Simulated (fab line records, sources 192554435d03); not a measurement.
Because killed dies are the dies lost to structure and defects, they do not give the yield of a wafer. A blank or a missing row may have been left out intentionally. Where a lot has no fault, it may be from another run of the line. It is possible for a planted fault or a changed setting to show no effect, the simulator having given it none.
Split-lot experiment | flow n5-finfet | 7 lots, 21 wafers read, on a route of 1938 steps

ON THE SPLIT
At N5_MIM_TOP_LITHO_EXPOSE_05 (exposes mask MIM TOP, target cd 2000 nm), the setting dose-mj was moved away from the recipe's 20.5 on 8 of the 21 wafers read, by -6.7% to +6.4%. All remaining wafers had this setting at the recipe value.

FROM THE SPLIT TO THE READING: what the file shows between them, 3 steps
- N5_MIM_TOP_LITHO_PEB_06
- N5_MIM_TOP_LITHO_DEVELOP_07: develop time 60 s
- N5_MIM_TOP_LITHO_HARDBAKE_09: time 120 s

THE READING
At N5_MIM_TOP_LITHO_CD_MEAS_08: cd-nm in nanometres, against a target cd of 2000 nm. A value of 2000.1 nm with a standard deviation of 1.4 nm is what fault-free wafers of this fab line usually give.

wafer  | tool, chamber at the split | dose-mj as run | against the recipe | cd-nm, nm | against lot-mates on the recipe
L075.1 | krf-scanner-01, 0          | 20.5           | recipe             | 2000.3    | -
L075.4 | krf-scanner-01, 0          | 20.5           | recipe             | 1999.7    | -
L075.6 | krf-scanner-01, 0          | 20.5           | recipe             | 1999.0    | -
L079.1 | krf-scanner-01, 0          | 21.82          | +6.4%              | 1990.9    | -8.7
L079.2 | krf-scanner-01, 0          | 21.82          | +6.4%              | 1988.8    | -10.8
L079.5 | krf-scanner-01, 0          | 20.5           | recipe             | 1999.6    | -
L084.3 | krf-scanner-01, 0          | 21.7           | +5.9%              | 1988.6    | -11.7
L084.4 | krf-scanner-01, 0          | 21.7           | +5.9%              | 1988.1    | -12.2
L084.6 | krf-scanner-01, 0          | 20.5           | recipe             | 2000.3    | -
L086.2 | krf-scanner-01, 0          | 20.5           | recipe             | 1999.6    | -
L086.3 | krf-scanner-01, 0          | 20.5           | recipe             | 2000.8    | -
L086.5 | krf-scanner-01, 0          | 20.5           | recipe             | 2001.0    | -
L085.2 | krf-scanner-01, 0          | 20.5           | recipe             | 1999.4    | -
L085.5 | krf-scanner-01, 0          | 21.66          | +5.7%              | 1988.8    | -10.6
L085.6 | krf-scanner-01, 0          | 21.66          | +5.7%              | 1991.8    | -7.6
L088.2 | krf-scanner-02, 0          | 19.13          | -6.7%              | 2010.4    | +12.7
L088.3 | krf-scanner-02, 0          | 19.13          | -6.7%              | 2008.5    | +10.8
L088.4 | krf-scanner-02, 0          | 20.5           | recipe             | 1997.7    | -
L090.2 | krf-scanner-01, 0          | 20.5           | recipe             | 2001.5    | -
L090.4 | krf-scanner-01, 0          | 20.5           | recipe             | 2001.7    | -
L090.6 | krf-scanner-01, 0          | 20.5           | recipe             | 2000.7    | -

FIT RESULTS
A straight line over all 21 wafers: cd-nm changes by -1.63 nm for each +1% of dose-mj; r = -0.98; the points scatter about the line by 1.4 nm.
The same after taking each lot's own level away (the mean of its wafers on the recipe; 21 wafers): -1.73 nm for each +1%; r = -0.99; scatter 1.1 nm.
The reading moves by 12 nm for the largest change in dose-mj, on that fit.
Across the lots, their own levels run from 1997.70 to 2001.30 nm, a range of 2.6 times the standard deviation given above.
Hence the lot-to-lot level has little effect on the slope; both slopes agree.
Check: for one of the wafers moved furthest among these (-6.7%), held out of the fit, the line's prediction against its lot-mates is +11.2 nm. It came out at +12.7 nm against them.

OTHER SPLITS APPLIED TO THESE WAFERS
These wafers also went through other splits before the reading. Each is held against what the fit with the lots' levels taken away leaves over:
other split on the same wafers | wafers away from the commonest value | r with cd-nm (lot level and that fit taken away)
N5_BEOL_M10_COAT_22 spin-rpm   | 8                                    | -0.03
N5_BEOL_M11_EXPOSE_25 dose-mj  | 8                                    | -0.44
N5_BEOL_M11_ETCH_66 time-s     | 7                                    | +0.08
N5_BEOL_M13_COAT_65 spin-rpm   | 3                                    | +0.23
N5_BEOL_M14_PEB_08 peb-temp-c  | 9                                    | -0.22
N5_BEOL_M14_ETCH_59 time-s     | 6                                    | -0.23
N5_MIM_BOT_SPUTTER_00 time-s   | 7                                    | -0.28

THE WHOLE CHAIN: every reading that the file lists as answering this split, in the file's order
step                        | what it does             | reading                                                              | change (the file's fit)              | r (the file's)
N5_MIM_TOP_LITHO_CD_MEAS_08 | target cd 2000 nm        | cd-nm                                                                | -1.72 nm for each +1% of the setting | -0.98
N5_MIM_TOP_LITHO_DESCUM_10  | chemistry O2, time 7.9 s | MIM_TOP_LITHO.cd-nm (the simulator's own value, which no gauge read) | -1.7 nm for each +1% of the setting  | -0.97

THE FILE'S OWN FIT
cd-nm changes by -1.72 nm for each +1% of dose-mj, r = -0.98.
